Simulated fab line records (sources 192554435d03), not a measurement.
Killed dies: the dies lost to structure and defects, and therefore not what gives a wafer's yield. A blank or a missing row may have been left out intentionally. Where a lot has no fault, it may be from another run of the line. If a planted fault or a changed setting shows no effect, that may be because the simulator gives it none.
Lot-split experiment ; flow n5-finfet ; 7 lots, 21 wafers read, on a route of 1938 steps

## ABOUT THE SPLIT
At N5_BEOL_M1_EXPOSE_08 (exposes mask M1), the setting dose-mj was moved away from the recipe's 33 on 8 of the 21 wafers read, by -7.4% to +6.9%. All remaining wafers had this setting at the recipe value.

## FROM THE SPLIT TO THE READING: what the file shows between them, 11 steps
- N5_BEOL_M1_PEB_09: peb time 60 s
- N5_BEOL_M1_DEVELOP_10: develop time 30 s
- N5_BEOL_M1_CD_MEAS_11: target cd 17.05 nm
- N5_BEOL_M1_DESCUM_16: chemistry O2, time 7 s
- N5_BEOL_M1_ETCH_74: etches underlayer in N2/H2, target depth 6.5 nm, time 5.2 s
- N5_BEOL_M1_ETCH_63: etches SiARC in CF4, target depth 15.6 nm, time 26 s
- N5_BEOL_M1_ETCH_64: etches SOC in N2/H2, target depth 75 nm, overetch 15 nm, time 112.5 s
- N5_BEOL_M1_STRIP_65: strips in N2/H2
- N5_BEOL_M1_STRIP_75: strips in N2/H2
- N5_BEOL_M1_PRECLEAN_42: cleans in residue remover, time 60 s
- N5_BEOL_M1_SRD_43: time 30 s

## THE READING
cd-nm, in nm, at N5_BEOL_M1_CD_MEAS_35 (target cd 18 nm, target cd y 21 nm). A value of 18.0 nm with a standard deviation of 0.35 nm is what fault-free wafers of this fab line usually give.

wafer;tool, chamber at the split;dose-mj as run;against the recipe;cd-nm, nm;against lot-mates on the recipe
L079.4;euv-scanner-01, 0;34.4;+4.2%;19.0;+0.7
L079.5;euv-scanner-01, 0;33;recipe;18.3;-
L079.6;euv-scanner-01, 0;34.4;+4.2%;18.4;+0.1
L089.1;euv-scanner-01, 0;30.57;-7.4%;16.6;-1.1
L089.2;euv-scanner-01, 0;33;recipe;17.7;-
L089.3;euv-scanner-01, 0;30.57;-7.4%;16.6;-1.1
L090.1;euv-scanner-01, 0;32.18;-2.5%;17.9;-0.2
L090.2;euv-scanner-01, 0;33;recipe;18.1;-
L090.3;euv-scanner-01, 0;32.18;-2.5%;17.7;-0.4
L092.1;euv-scanner-01, 0;33;recipe;18.1;-
L092.2;euv-scanner-01, 0;33;recipe;18.3;-
L092.4;euv-scanner-01, 0;31.63;-4.2%;17.0;-1.2
L091.2;euv-scanner-01, 0;33;recipe;17.4;-
L091.4;euv-scanner-01, 0;33;recipe;17.6;-
L091.6;euv-scanner-01, 0;33;recipe;18.1;-
L093.3;euv-scanner-01, 0;35.29;+6.9%;18.5;+1.2
L093.5;euv-scanner-01, 0;33;recipe;17.6;-
L093.6;euv-scanner-01, 0;33;recipe;16.9;-
L095.2;euv-scanner-02, 0;33;recipe;18.1;-
L095.3;euv-scanner-02, 0;33;recipe;18.0;-
L095.4;euv-scanner-02, 0;33;recipe;18.1;-

THE FIT
A straight line over all 21 wafers: cd-nm changes by +0.153 nm for each +1% of dose-mj; r = +0.81; the points scatter about the line by 0.38 nm.
The same after taking each lot's own level away (the mean of its wafers on the recipe; 21 wafers): +0.155 nm for each +1%; r = +0.90; scatter 0.25 nm.
The reading moves by 1.1 nm for the largest change in dose-mj, on that fit.
The span of the lots' own levels, 17.25 to 18.30 nm, comes to 3.0 times the standard deviation stated above.
So the lot-to-lot level changes the slope little: the two slopes agree.
Check: with one of the wafers moved furthest among these (-7.4%) left out of the fit, the line predicts -1.2 nm for it against its lot-mates. Against them it came out at -1.1 nm.

## ADDITIONAL SPLITS CARRIED BY THESE WAFERS
Other splits were also applied to these wafers ahead of the reading. Each is held against what the fit with the lots' levels taken away leaves over:
other split on the same wafers;wafers away from the commonest value;r with cd-nm (lot level and that fit taken away)
N5_BEOL_M0_SAQP_ETCH_88 source-w;7;-0.30
N5_BEOL_M1_COAT_73 spin-rpm;5;-0.10

## THE WHOLE CHAIN: every reading that the file lists as answering this split, in the file's order
step;what it does;reading;change (the file's fit);r (the file's)
N5_BEOL_M1_CD_MEAS_11;target cd 17.05 nm;cd-nm;+0.168 nm for each +1% of the setting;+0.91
N5_BEOL_M1_ETCH_74;etches underlayer in N2/H2, target depth 6.5 nm, time 5.2 s;BEOL_M1.cd-offset-nm (the simulator's own value, which no gauge read);+0.196 nm for each +1% of the setting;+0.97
N5_BEOL_M1_ETCH_63;etches SiARC in CF4, target depth 15.6 nm, time 26 s;BEOL_M1.cd-offset-nm (the simulator's own value, which no gauge read);+0.188 nm for each +1% of the setting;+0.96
N5_BEOL_M1_ETCH_64;etches SOC in N2/H2, target depth 75 nm, overetch 15 nm, time 112.5 s;BEOL_M1.cd-offset-nm (the simulator's own value, which no gauge read);+0.181 nm for each +1% of the setting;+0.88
N5_BEOL_M1_CD_MEAS_35;target cd 18 nm, target cd y 21 nm;cd-nm;+0.169 nm for each +1% of the setting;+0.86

## FILE'S OWN FIT
cd-nm changes by +0.169 nm for each +1% of dose-mj, r = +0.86.
